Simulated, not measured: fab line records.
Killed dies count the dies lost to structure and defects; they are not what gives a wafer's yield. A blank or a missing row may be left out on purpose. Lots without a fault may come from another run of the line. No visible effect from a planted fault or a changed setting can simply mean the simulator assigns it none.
fab line records | flow n5Finfet
record lots=11 wafers=33 lastDay=18
route steps=1938 shown BEOL_M4@1097 BEOL_M5@1114 PASSIVATION@1936
lots untouched by any fault: they come from a run of this same line in which no faults occurred
startH: start of the lot's first displayed wafer, in hours after the record's first day | waitH: hours from the lot's prior step to this one | " identical to the entry in the row above | L1.1+2: a row that stands for several wafers | - either no value or no given start | * or withheld: withheld | < > ~ a bound
route shown NAME@n: a module of which the file shows steps, and the number in the route of the first | usual: mean/standard deviation taken from wafers without a fault | same: alike in all rows | chamber/n: place in a boat | sites: the reading at each site | _std_site: standard deviation across them | _edge_site: outer sites' mean less inner sites' | radiusMm: how far each site lies from the wafer's centre | mask NAME#n: copy n | behind: the last tool/chamber to shape the wafer | hold: cause of the lot's hold/its duration in hours/its outcome | device: the transistor (n, p or np) that didn't switch | end of line: the same wafers' tests at the end of the route | where a step has no rows: the recipe by itself | killed: the dies lost at the first sort to structure and to defects; this is not the yield of the wafer | map: per-die view of a wafer (x killed, . not killed, _ where there is no die)
set.NAME: the setting the step ran with; set.NAME@STEP: the setting that earlier step ran with | model.NAME: the simulator's own value behind a step, which no gauge read
a sample of lots followed through the steps of the route, with each step as a table and each wafer as a row
services: the hour from which a tool's chamber was out of use, counted from the record's first day as startH (under 0 if before that day), plus the number of hours and why
## steps
# step N5_BEOL_M4_ANNEAL_93
# recipe tempC=400 timeS=240 ambient=vacuum
# usual heaterPowerW=822/77
# columns lot.wafer tool chamber startH waitH heaterPowerW
L703.3 pvdSputter-02 - 186.98 0.0 849
L703.5 " - " " 720
L703.6 " - " " 854
L707.1 pvdSputter-02 - 216.23 0.0 819
L707.2 " - " " 704
L707.3 " - " " 783
L710.3 pvdSputter-02 - 225.97 0.0 851
L710.4 " - " " 708
L710.6 " - " " 844
L714.1 pvdSputter-01 - 248.06 0.0 902
L714.4 " - " " 763
L714.5 " - " " 740
L717.2 pvdSputter-02 - 267.54 0.0 874
L717.4 " - " " 704
L717.6 " - " " 683
L720.2 pvdSputter-03 - 273.60 0.0 1033
L720.4 " - " " 761
L720.5 " - " " 1003
L718.2 pvdSputter-03 - 278.26 0.0 868
L718.4 " - " " 759
L718.5 " - " " 761
L721.3 pvdSputter-02 - 307.04 0.0 713
L721.4 " - " " 771
L721.5 " - " " 852
L723.2 pvdSputter-01 - 310.09 0.0 737
L723.4 " - " " 853
L723.6 " - " " 745
L722.2 pvdSputter-01 - 313.08 0.0 856
L722.3 " - " " 855
L722.5 " - " " 854
L724.2 pvdSputter-03 - 315.53 0.0 760
L724.3 " - " " 895
L724.5 " - " " 760
# step N5_BEOL_M4_CO_CAP_55
# recipe material=Co targetThkA=20 tempC=200 precursor=CCTBA/H2 pressureTorr=30 timeS=102.1
# usual chamberPressureTorr=30.00/0.072 heaterPowerOuterW=119/9.6 heaterPowerW=226/11
# columns lot.wafer tool chamber startH waitH chamberPressureTorr heaterPowerOuterW heaterPowerW
L703.3 cvdCo-01 2 188.21 0.0 29.91 128 215
L703.5 " 0 " " 30.09 121 235
L703.6 " 2 " " 29.96 130 220
L707.1 cvdCo-02 2 217.52 0.0 29.96 125 245
L707.2 " 1 " " 29.96 123 228
L707.3 " 0 " " 30.00 116 219
L710.3 cvdCo-02 2 227.19 0.0 30.06 127 244
L710.4 " 1 " " 30.01 121 228
L710.6 " 0 " " 29.96 117 224
L714.1 cvdCo-02 2 249.55 0.0 30.02 125 241
L714.4 " 0 " " 29.98 116 223
L714.5 " 2 " " 29.88 125 245
L717.2 cvdCo-01 2 269.18 0.0 - - -
L717.4 " 1 " " - - -
L717.6 " 0 " " - - -
L720.2 cvdCo-02 2 274.86 0.0 29.83 124 244
L720.4 " 0 " " 30.02 121 215
L720.5 " 1 " " 29.96 122 231
L718.2 cvdCo-02 1 279.48 0.0 - - -
L718.4 " 0 " " - - -
L718.5 " 1 " " - - -
L721.3 cvdCo-02 1 308.69 0.0 29.99 126 227
L721.4 " 0 " " 29.98 121 213
L721.5 " 1 " " 30.06 122 230
L723.2 cvdCo-02 0 311.38 0.0 30.02 118 219
L723.4 " 1 " " 29.89 122 232
L723.6 " 0 " " 30.00 119 216
L722.2 cvdCo-01 0 314.43 0.0 29.92 119 233
L722.3 " 2 " " 30.15 128 225
L722.5 " 1 " " 30.00 100 212
L724.2 cvdCo-01 0 316.75 0.0 30.01 118 238
L724.3 " 1 " " 30.05 100 206
L724.5 " 2 " " 29.89 130 228
# step N5_BEOL_M4_INSPECT_59
# recipe inspectInstrument=darkfield mode=postDep
# usual rawDefectCount=78/25
# columns lot.wafer tool chamber startH waitH rawDefectCount
L703.3 defectInspect-01 - 188.45 0.0 73
L703.5 " - " " 85
L703.6 " - " " 114
L707.1 defectInspect-01 - 217.76 0.0 54
L707.2 " - " " 74
L707.3 " - " " 93
L710.3 defectInspect-02 - 227.40 0.0 72
L710.4 " - " " 86
L710.6 " - " " 71
L714.1 defectInspect-02 - 249.78 0.0 69
L714.4 " - " " 52
L714.5 " - " " 62
L717.2 defectInspect-01 - 269.42 0.0 87
L717.4 " - " " 98
L717.6 " - " " 100
L720.2 defectInspect-02 - 275.10 0.0 68
L720.4 " - " " 83
L720.5 " - " " 83
L718.2 defectInspect-01 - 279.69 0.0 65
L718.4 " - " " 38
L718.5 " - " " 37
L721.3 defectInspect-02 - 308.90 0.0 111
L721.4 " - " " 129
L721.5 " - " " 112
L723.2 defectInspect-01 - 311.59 0.0 67
L723.4 " - " " 56
L723.6 " - " " 91
L722.2 defectInspect-01 - 314.64 0.0 61
L722.3 " - " " 113
L722.5 " - " " 190
L724.2 defectInspect-02 - 316.96 0.0 68
L724.3 " - " " 80
L724.5 " - " " 77
# step N5_BEOL_M4_RC_MEAS_101
# usual DIBL_N=36.0/2 DIBL_P=36.2/2.2 IOFF_N=0.16/0.034 IOFF_P=0.21/0.04 ION_N=675/12 ION_P=463/7.2 SS_N=71.6/0.6 SS_P=73.3/0.67 VT_N=250/3 VT_P=-251/3.4
# columns lot.wafer tool chamber startH waitH DIBL_N[mV/V] DIBL_P[mV/V] IOFF_N[nA/um] IOFF_P[nA/um] ION_N[uA/um] ION_P[uA/um] SS_N[mV/dec] SS_P[mV/dec] VT_N[mV] VT_P[mV]
L703.3 prober-02 0 188.79 0.3 33.9 35.7 0.13 0.18 667 460 71.1 73.1 251 -252
L703.5 " 0 " " 35.8 37.6 0.15 0.19 680 460 71.4 73.6 248 -253
L703.6 " 0 " " 33.0 34.6 0.11 0.16 648 445 71.1 72.9 255 -255
L707.1 prober-02 0 217.79 0.0 35.0 36.6 0.15 0.19 669 457 71.6 72.8 250 -255
L707.2 " 0 " " 35.8 36.6 0.16 0.18 675 455 72.2 73.2 249 -254
L707.3 " 0 " " 33.0 33.8 0.13 0.15 671 454 70.9 72.9 252 -257
L710.3 prober-01 0 227.74 0.3 34.5 35.0 0.14 0.21 673 467 70.8 72.9 249 -248
L710.4 " 0 " " 34.3 34.6 0.13 0.20 668 465 70.4 72.5 252 -251
L710.6 " 0 " " 34.4 34.0 0.13 0.18 670 460 71.1 72.6 252 -251
L714.1 prober-01 0 249.80 0.0 37.6 38.4 0.19 0.25 678 467 71.1 73.8 250 -248
L714.4 " 0 " " 35.4 36.5 0.17 0.22 679 470 71.9 73.1 249 -248
L714.5 " 0 " " 39.6 41.7 0.26 0.33 688 481 72.7 74.7 242 -241
L717.2 prober-01 0 269.60 0.2 37.9 38.1 0.19 0.26 691 474 72.3 73.6 248 -245
L717.4 " 0 " " 37.9 37.8 0.19 0.26 697 472 72.0 73.1 245 -245
L717.6 " 0 " " 36.9 36.9 0.17 0.23 681 464 71.6 73.2 248 -249
L720.2 prober-02 0 275.28 0.2 35.3 36.7 0.16 0.24 681 470 71.8 73.5 248 -247
L720.4 " 0 " " 39.6 39.8 0.24 0.31 696 475 73.1 74.0 248 -246
L720.5 " 0 " " 34.0 33.5 0.14 0.20 660 460 71.3 72.9 251 -250
L718.2 prober-02 0 279.87 0.2 34.0 35.0 0.12 0.19 664 466 70.8 73.1 256 -253
L718.4 " 0 " " 35.0 35.1 0.13 0.19 669 453 71.7 73.5 253 -253
L718.5 " 0 " " 33.0 33.5 0.11 0.17 653 459 70.2 72.1 256 -252
L721.3 prober-02 0 309.24 0.3 38.0 38.2 0.18 0.23 675 462 71.4 74.1 250 -248
L721.4 " 0 " " 38.9 39.1 0.20 0.27 683 470 72.0 74.2 248 -247
L721.5 " 0 " " 38.2 38.4 0.18 0.23 682 469 72.5 74.7 248 -247
L723.2 prober-01 0 311.77 0.2 39.8 39.3 0.24 0.29 696 470 72.4 74.2 243 -246
L723.4 " 0 " " 35.9 36.6 0.17 0.23 690 464 71.0 72.5 247 -247
L723.6 " 0 " " 35.3 35.1 0.15 0.21 669 467 71.4 72.7 251 -252
L722.2 prober-02 0 314.82 0.2 36.8 36.9 0.16 0.20 672 463 71.1 73.5 249 -253
L722.3 " 0 " " 38.6 37.4 0.20 0.21 692 465 71.9 73.9 247 -251
L722.5 " 0 " " 34.2 32.8 0.13 0.16 664 452 71.2 71.9 252 -254
L724.2 prober-01 0 317.14 0.2 34.0 33.6 0.12 0.18 669 459 71.1 73.0 253 -252
L724.3 " 0 " " 35.2 34.5 0.14 0.19 666 456 71.7 73.5 252 -254
L724.5 " 0 " " 35.9 34.8 0.15 0.19 673 456 71.7 72.7 250 -253
# step N5_BEOL_M5_THK_MEAS_01
# recipe reads=SiCOH_lowk_of_BEOL_M5_ILD_DEP_00
# usual M5_ILD_THK=120.8/1.4
# columns lot.wafer tool chamber startH waitH M5_ILD_THK[nm]
L703.3 filmMetro-01 - 190.01 0.3 119.9
L703.5 " - " " 124.5
L703.6 " - " " 121.1
L707.1 filmMetro-02 - 219.34 0.4 118.2
L707.2 " - " " 119.7
L707.3 " - " " 122.8
L710.3 filmMetro-01 - 228.97 0.3 120.5
L710.4 " - " " 122.8
L710.6 " - " " 121.7
L714.1 filmMetro-02 - 251.35 0.4 118.2
L714.4 " - " " 120.8
L714.5 " - " " 119.2
L717.2 filmMetro-02 - 271.00 0.4 120.5
L717.4 " - " " 121.2
L717.6 " - " " 121.9
L720.2 filmMetro-01 - 276.68 0.4 118.9
L720.4 " - " " 120.8
L720.5 " - " " 121.3
L718.2 filmMetro-02 - 281.25 0.4 122.3
L718.4 " - " " 122.9
L718.5 " - " " 122.8
L721.3 filmMetro-02 - 310.46 0.3 119.4
L721.4 " - " " 122.4
L721.5 " - " " 121.1
L723.2 filmMetro-02 - 313.16 0.4 120.0
L723.4 " - " " 122.0
L723.6 " - " " 122.0
L722.2 filmMetro-02 - 316.20 0.4 119.6
L722.3 " - " " 119.6
L722.5 " - " " 122.0
L724.2 filmMetro-01 - 318.52 0.4 119.6
L724.3 " - " " 120.9
L724.5 " - " " 122.5
# step N5_PASSIVATION_PROBE_49
# usual defectLimitedYield=91.5/1.5 killed_at_M0_to_M3=33/10 killed_at_M4_up=15/6.4 killedAtContacts=12/5.4 killedAtFrontEnd=38/9.8 killedAtOther=4/3.1 killedDies=101/18 killedOnRim=13/3.9 killedOpen=67/14 killedShort=33/7.9 sort_bin_5_function=5.0/1 sort_bin_6_memory=3.2/0.67 sortNPass=1079/18 sortYieldPct=91.5/1.5
# same grossDies=1180 killedAtBackSide=0 sort_bin_4_leakage[%]=0 sort_bin_8_speed[%]=0
# columns lot.wafer tool chamber startH waitH defectLimitedYield[%] killed_at_M0_to_M3 killed_at_M4_up killedAtContacts killedAtFrontEnd killedAtOther killedDies killedOnRim killedOpen killedShort sort_bin_5_function[%] sort_bin_6_memory[%] sortNPass sortYieldPct[%]
L703.3 prober-02 - 298.06 0.1 91.6 30 14 9 45 1 99 13 64 34 5.3 2.7 1081 91.6
L703.5 prober-02 - 298.16 0.2 92.5 28 8 12 39 1 88 13 58 29 4.5 2.5 1092 92.5
L703.6 prober-02 - 298.21 0.3 92.4 21 15 7 47 0 90 12 62 27 5.1 2.5 1090 92.4
L707.1 prober-02 - 337.80 0.0 92.6 24 13 7 37 6 87 8 57 29 4.8 2.1 1093 92.6
L707.2 prober-02 - 337.85 0.1 90.5 24 32 14 39 3 112 17 81 29 5.8 3.3 1068 90.5
L707.3 prober-02 - 337.90 0.1 89.2 45 29 13 38 3 128 16 93 33 6.7 4.0 1052 89.2
L710.3 prober-01 - 356.13 0.1 91.4 29 11 5 47 10 102 11 75 27 5.2 3.1 1078 91.4
L710.4 prober-01 - 356.18 0.2 90.8 37 20 8 35 9 109 17 80 27 4.7 4.2 1071 90.8
L710.6 prober-01 - 356.28 0.3 91.7 33 12 3 39 11 98 12 64 34 4.8 3.2 1082 91.7
L714.1 prober-01 - 388.32 0.0 91.5 37 16 8 35 4 100 18 61 35 5.5 2.8 1080 91.5
L714.4 prober-01 - 388.47 0.2 91.8 35 15 20 23 4 97 14 60 35 4.6 3.5 1083 91.8
L714.5 prober-01 - 388.52 0.2 92.4 31 23 11 23 2 90 11 59 30 4.0 3.5 1090 92.4
L717.2 prober-02 - 399.45 0.1 87.8 45 7 15 72 5 144 20 83 61 7.3 4.3 1036 87.8
L717.4 prober-02 - 399.55 0.2 89.9 30 15 13 49 12 119 19 87 32 6.4 3.4 1061 89.9
L717.6 prober-02 - 399.65 0.3 90.6 35 13 17 41 5 111 13 73 38 5.6 3.6 1069 90.6
L720.2 prober-01 - 401.11 0.1 91.4 37 12 13 37 3 102 13 70 31 5.1 3.2 1078 91.4
L720.4 prober-01 - 401.21 0.2 90.7 25 25 10 35 15 110 18 70 39 5.6 3.3 1070 90.7
L720.5 prober-01 - 401.26 0.2 91.8 28 12 6 46 5 97 7 70 26 4.0 3.9 1083 91.8
L718.2 prober-02 - 404.50 0.1 90.8 29 20 11 46 2 108 16 77 27 5.8 3.4 1072 90.8
L718.4 prober-02 - 404.60 0.2 91.1 42 17 3 38 5 105 12 66 36 4.8 3.6 1075 91.1
L718.5 prober-02 - 404.65 0.2 90.8 30 18 20 36 4 108 18 79 28 5.0 4.1 1072 90.8
L723.2 prober-02 - 424.37 0.1 91.5 37 10 11 42 0 100 13 64 33 4.5 3.3 1080 91.5
L723.4 prober-02 - 424.47 0.2 93.1 22 8 9 41 2 82 14 55 25 4.1 2.6 1098 93.1
L723.6 prober-02 - 424.57 0.3 91.4 28 22 9 43 0 102 11 64 37 5.8 2.7 1078 91.4
L722.2 prober-01 - 435.42 0.1 90.1 50 20 10 34 3 117 9 81 36 5.5 3.9 1063 90.1
L722.3 prober-01 - 435.47 0.1 92.5 34 13 4 34 4 89 9 52 35 4.8 2.5 1091 92.5
L722.5 prober-01 - 435.57 0.2 93.8 29 14 7 21 2 73 9 49 23 3.7 2.5 1107 93.8
L721.3 prober-02 - 435.84 0.1 93.1 32 11 12 26 0 81 8 45 35 3.6 3.0 1099 93.1
L721.4 prober-02 - 435.89 0.2 91.0 47 12 18 29 0 106 15 78 28 5.1 3.5 1074 91.0
L721.5 prober-02 - 435.94 0.2 91.3 46 9 19 22 7 103 9 61 42 4.7 3.6 1077 91.3
L724.2 prober-01 - 437.17 0.1 93.6 23 9 14 29 0 75 11 61 14 3.6 2.6 1105 93.6
L724.3 prober-01 - 437.22 0.1 91.4 26 15 13 46 1 101 17 64 37 5.0 3.4 1079 91.4
L724.5 prober-01 - 437.32 0.2 91.8 22 19 11 42 3 97 15 66 29 4.4 3.5 1083 91.8
# killed by level:class
L703.3 FIN_SAQP:geometricParticle:open=13 FIN_SAQP:geometricParticle:short=11 BEOL_M0_SAQP:geometricParticle:short=10 MOL_CONTACT_COAG:geometricParticle:open=8 BEOL_M2:geometricParticle:open=8 BEOL_M0_SAQP:geometricParticle:open=7 BEOL_M4:geometricParticle:open=6 STI_FIN_REVEAL:geometricParticle:open=5
L703.5 MOL_CONTACT_COAG:geometricParticle:open=12 BEOL_M0_SAQP:geometricParticle:open=9 BEOL_M0_SAQP:geometricParticle:short=8 FIN_SAQP:geometricParticle:short=7 FIN_SAQP:geometricParticle:open=6 STI_FIN_REVEAL:geometricParticle:open=6 GATE_CUT:geometricParticle:open=6 BEOL_M1:geometricParticle:open=5
L703.6 FIN_SAQP:geometricParticle:open=11 FIN_SAQP:geometricParticle:short=9 BEOL_M4:geometricParticle:open=7 STI_FIN_REVEAL:geometricParticle:open=6 MOL_CONTACT_COAG:geometricParticle:open=5 GATE_CUT:geometricParticle:open=5 BEOL_M2:geometricParticle:open=5 GATE_CUT:geometricParticle:short=4
L707.1 STI_FIN_REVEAL:geometricParticle:open=13 BEOL_M4:geometricParticle:open=8 MOL_CONTACT_COAG:geometricParticle:open=7 BEOL_M0_SAQP:geometricParticle:short=6 BEOL_M3:geometricParticle:open=5 FIN_SAQP:geometricParticle:open=4 STARTING-WAFER:geometricParticle:open=4 FIN_SAQP:geometricParticle:short=3
L707.2 BEOL_M4:geometricParticle:open=21 MOL_CONTACT_COAG:geometricParticle:open=13 FIN_SAQP:geometricParticle:open=10 FIN_SAQP:geometricParticle:short=8 STI_FIN_REVEAL:geometricParticle:open=7 BEOL_M3:geometricParticle:open=5 STARTING-WAFER:geometricParticle:short=5 BEOL_M0_SAQP:geometricParticle:open=4
L707.3 BEOL_M3:geometricParticle:open=13 BEOL_M4:geometricParticle:open=12 MOL_CONTACT_COAG:geometricParticle:open=12 BEOL_M0_SAQP:geometricParticle:open=8 BEOL_M0_SAQP:geometricParticle:short=8 GATE_CUT:geometricParticle:short=6 FIN_SAQP:geometricParticle:short=5 STI_FIN_REVEAL:geometricParticle:open=5
L710.3 STI_FIN_REVEAL:geometricParticle:open=24 BEOL_M0_SAQP:geometricParticle:open=12 BEOL_M0_SAQP:geometricParticle:short=8 FIN_SAQP:geometricParticle:short=6 MOL_CONTACT_COAG:geometricParticle:open=5 BEOL_M4:geometricParticle:open=5 MIM_TOP:geometricParticle:open=4 BEOL_M2:geometricParticle:open=3
L710.4 BEOL_M0_SAQP:geometricParticle:open=9 FIN_SAQP:geometricParticle:open=8 BEOL_M3:geometricParticle:open=7 MOL_CONTACT_COAG:geometricParticle:open=7 BEOL_M2:geometricParticle:open=7 BEOL_M5:geometricParticle:open=7 BEOL_M0_SAQP:geometricParticle:short=6 STI_FIN_REVEAL:geometricParticle:open=5
L710.6 BEOL_M0_SAQP:geometricParticle:open=8 FIN_SAQP:geometricParticle:short=7 FIN_SAQP:geometricParticle:open=7 BEOL_M0_SAQP:geometricParticle:short=7 BEOL_M1:geometricParticle:open=7 ILD0:geometricParticle:open=6 BEOL_M3:geometricParticle:open=5 BEOL_M1:geometricParticle:short=4
L714.1 BEOL_M4:geometricParticle:open=10 MOL_CONTACT_COAG:geometricParticle:open=7 BEOL_M1:geometricParticle:open=7 FIN_SAQP:geometricParticle:open=6 BEOL_M0_SAQP:geometricParticle:open=6 BEOL_M2:geometricParticle:open=6 BEOL_M3:geometricParticle:open=6 ILD0:geometricParticle:short=5
L714.4 MOL_CONTACT_COAG:geometricParticle:open=14 BEOL_M3:geometricParticle:open=11 BEOL_M4:geometricParticle:open=7 MOL_CONTACT_COAG:geometricParticle:short=6 BEOL_M0:geometricParticle:open=6 STARTING-WAFER:geometricParticle:open=6 BEOL_M2:geometricParticle:open=5 BEOL_M0_SAQP:geometricParticle:short=3
L714.5 BEOL_M4:geometricParticle:open=12 MOL_CONTACT_COAG:geometricParticle:open=9 BEOL_M0_SAQP:geometricParticle:short=8 BEOL_M0_SAQP:geometricParticle:open=7 BEOL_M3:geometricParticle:open=6 BEOL_M1:geometricParticle:open=6 BEOL_M4:geometricParticle:short=5 DUMMY_GATE:geometricParticle:open=4
L717.2 FIN_SAQP:geometricParticle:open=28 FIN_SAQP:geometricParticle:short=23 BEOL_M0_SAQP:geometricParticle:open=14 BEOL_M0_SAQP:geometricParticle:short=14 MOL_CONTACT_COAG:geometricParticle:open=11 STI_FIN_REVEAL:geometricParticle:open=5 GATE_CUT:geometricParticle:short=5 BEOL_M3:geometricParticle:open=5
L717.4 FIN_SAQP:geometricParticle:open=27 MOL_CONTACT_COAG:geometricParticle:open=11 FIN_SAQP:geometricParticle:short=9 BEOL_M0_SAQP:geometricParticle:open=8 BEOL_M0_SAQP:geometricParticle:short=5 BEOL_M3:geometricParticle:open=5 BEOL_M7:geometricParticle:open=4 BEOL_M4:geometricParticle:open=4
L717.6 MOL_CONTACT_COAG:geometricParticle:open=13 BEOL_M0_SAQP:geometricParticle:open=12 FIN_SAQP:geometricParticle:open=10 BEOL_M0_SAQP:geometricParticle:short=10 FIN_SAQP:geometricParticle:short=8 STI_FIN_REVEAL:geometricParticle:open=6 BEOL_M4:geometricParticle:open=6 GATE_CUT:geometricParticle:short=5
L720.2 BEOL_M3:geometricParticle:open=12 MOL_CONTACT_COAG:geometricParticle:open=10 BEOL_M0_SAQP:geometricParticle:open=8 FIN_SAQP:geometricParticle:open=7 DUMMY_GATE:geometricParticle:open=6 BEOL_M0_SAQP:geometricParticle:short=5 STARTING-WAFER:geometricParticle:open=5 FIN_SAQP:geometricParticle:short=4
L720.4 BEOL_M4:geometricParticle:open=15 DUMMY_GATE:geometricParticle:open=7 MOL_CONTACT_COAG:geometricParticle:open=6 BEOL_M3:geometricParticle:open=6 PAD_METAL:geometricParticle:open=6 BEOL_M4:geometricParticle:short=6 FIN_SAQP:geometricParticle:short=5 BEOL_M0_SAQP:geometricParticle:short=5
L720.5 FIN_SAQP:geometricParticle:open=16 FIN_SAQP:geometricParticle:short=10 BEOL_M0:geometricParticle:open=8 STARTING-WAFER:geometricParticle:open=6 BEOL_M1:geometricParticle:open=6 BEOL_M4:geometricParticle:open=6 MOL_CONTACT_COAG:geometricParticle:open=5 BEOL_M0_SAQP:geometricParticle:open=5
L718.2 BEOL_M1:geometricParticle:open=12 MOL_CONTACT_COAG:geometricParticle:open=10 STI_FIN_REVEAL:geometricParticle:open=8 BEOL_M4:geometricParticle:open=8 BEOL_M3:geometricParticle:open=7 FIN_SAQP:geometricParticle:open=6 FIN_SAQP:geometricParticle:short=6 DUMMY_GATE:geometricParticle:open=4
L718.4 STI_FIN_REVEAL:geometricParticle:open=12 BEOL_M1:geometricParticle:open=10 BEOL_M4:geometricParticle:open=10 BEOL_M2:geometricParticle:open=9 STARTING-WAFER:geometricParticle:short=6 BEOL_M0_SAQP:geometricParticle:open=5 FIN_SAQP:geometricParticle:open=3 BEOL_M0_SAQP:geometricParticle:short=3
L718.5 MOL_CONTACT_COAG:geometricParticle:open=15 BEOL_M1:geometricParticle:open=9 BEOL_M4:geometricParticle:open=8 STI_FIN_REVEAL:geometricParticle:open=7 MOL_CONTACT_COAG:geometricParticle:short=5 BEOL_M3:geometricParticle:open=5 FIN_SAQP:geometricParticle:open=4 DUMMY_GATE:geometricParticle:open=4
L723.2 BEOL_M0_SAQP:geometricParticle:open=13 FIN_SAQP:geometricParticle:short=9 MOL_CONTACT_COAG:geometricParticle:open=8 STI_FIN_REVEAL:geometricParticle:open=7 BEOL_M1:geometricParticle:open=7 FIN_SAQP:geometricParticle:open=6 BEOL_M0_SAQP:geometricParticle:short=4 BEOL_M3:geometricParticle:open=4
L723.4 FIN_SAQP:geometricParticle:open=8 STI_FIN_REVEAL:geometricParticle:open=8 GATE_CUT:geometricParticle:short=7 MOL_CONTACT_COAG:geometricParticle:open=7 GATE_CUT:geometricParticle:open=6 BEOL_M0_SAQP:geometricParticle:open=4 FIN_SAQP:geometricParticle:short=3 BEOL_M0_SAQP:geometricParticle:short=3
L723.6 BEOL_M4:geometricParticle:open=15 BEOL_M1:geometricParticle:open=9 STI_FIN_REVEAL:geometricParticle:open=8 MOL_CONTACT_COAG:geometricParticle:open=7 FIN_SAQP:geometricParticle:short=5 ILD0:geometricParticle:short=5 GATE_CUT:geometricParticle:short=5 BEOL_M0_SAQP:geometricParticle:open=4
L722.2 BEOL_M0_SAQP:geometricParticle:open=13 FIN_SAQP:geometricParticle:short=11 BEOL_M0_SAQP:geometricParticle:short=11 MOL_CONTACT_COAG:geometricParticle:open=10 BEOL_M0:geometricParticle:open=10 FIN_SAQP:geometricParticle:open=7 BEOL_M4:geometricParticle:open=7 DUMMY_GATE:geometricParticle:open=6
L722.3 BEOL_M0_SAQP:geometricParticle:open=11 FIN_SAQP:geometricParticle:short=10 BEOL_M0_SAQP:geometricParticle:short=10 FIN_SAQP:geometricParticle:open=8 STI_FIN_REVEAL:geometricParticle:open=5 MOL_CONTACT_COAG:geometricParticle:open=4 GATE_CUT:geometricParticle:short=3 BEOL_M1:geometricParticle:open=3
L722.5 BEOL_M0_SAQP:geometricParticle:open=8 BEOL_M0_SAQP:geometricParticle:short=6 BEOL_M4:geometricParticle:open=6 BEOL_M2:geometricParticle:open=5 MOL_CONTACT_COAG:geometricParticle:open=4 FIN_SAQP:geometricParticle:short=3 DUMMY_GATE:geometricParticle:open=3 MOL_CONTACT_COAG:geometricParticle:short=3
L721.3 FIN_SAQP:geometricParticle:short=10 BEOL_M0_SAQP:geometricParticle:short=10 MOL_CONTACT_COAG:geometricParticle:open=9 BEOL_M0_SAQP:geometricParticle:open=5 BEOL_M0:geometricParticle:open=5 BEOL_M2:geometricParticle:open=5 FIN_SAQP:geometricParticle:open=4 DUMMY_GATE:geometricParticle:open=4
L721.4 MOL_CONTACT_COAG:geometricParticle:open=17 BEOL_M0:geometricParticle:open=14 FIN_SAQP:geometricParticle:open=9 BEOL_M0_SAQP:geometricParticle:short=9 BEOL_M2:geometricParticle:open=7 BEOL_M1:geometricParticle:open=6 DUMMY_GATE:geometricParticle:open=4 GATE_CUT:geometricParticle:short=4
L721.5 MOL_CONTACT_COAG:geometricParticle:open=16 BEOL_M0_SAQP:geometricParticle:short=15 BEOL_M0_SAQP:geometricParticle:open=12 BEOL_M1:geometricParticle:open=7 BEOL_M3:geometricParticle:open=6 FIN_SAQP:geometricParticle:short=5 STARTING-WAFER:geometricParticle:short=5 MOL_CONTACT_COAG:geometricParticle:short=3
L724.2 MOL_CONTACT_COAG:geometricParticle:open=13 FIN_SAQP:geometricParticle:open=9 BEOL_M1:geometricParticle:open=6 BEOL_M3:geometricParticle:open=6 DUMMY_GATE:geometricParticle:open=5 FIN_SAQP:geometricParticle:short=4 BEOL_M0_SAQP:geometricParticle:short=4 GATE_CUT:geometricParticle:open=3
L724.3 FIN_SAQP:geometricParticle:open=16 MOL_CONTACT_COAG:geometricParticle:open=10 FIN_SAQP:geometricParticle:short=8 STI_FIN_REVEAL:geometricParticle:open=6 BEOL_M0_SAQP:geometricParticle:short=6 BEOL_M1:geometricParticle:open=5 BEOL_M5:geometricParticle:open=5 GATE_CUT:geometricParticle:short=4
L724.5 STI_FIN_REVEAL:geometricParticle:open=12 MOL_CONTACT_COAG:geometricParticle:open=10 BEOL_M4:geometricParticle:open=8 FIN_SAQP:geometricParticle:open=7 FIN_SAQP:geometricParticle:short=7 BEOL_M3:geometricParticle:open=7 BEOL_M1:geometricParticle:open=6 DUMMY_GATE:geometricParticle:short=3
## services
# columns tool chamber startH hours kind
cvdCo-01 2 231.13 12.4 repair
pvdSputter-01 - 272.12 7.8 repair
## key
firstSign step=N5_BEOL_M4_CO_CAP_55 reading=toolRecord direction=missing
effect none on later readings
metAt N5_BEOL_M4_CO_CAP_55
struckLots L717,L718
notActingAt N5_BEOL_M4_ANNEAL_93,N5_BEOL_M4_INSPECT_59,N5_BEOL_M5_THK_MEAS_01
onsetBetween 249.55 269.18
fault kind=skippedStepWhole tool=cvdCo-01,cvdCo-02 chamber=- onsetH=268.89 steps=N5_BEOL_M4_CO_CAP_55 scope=struckLotsOnly
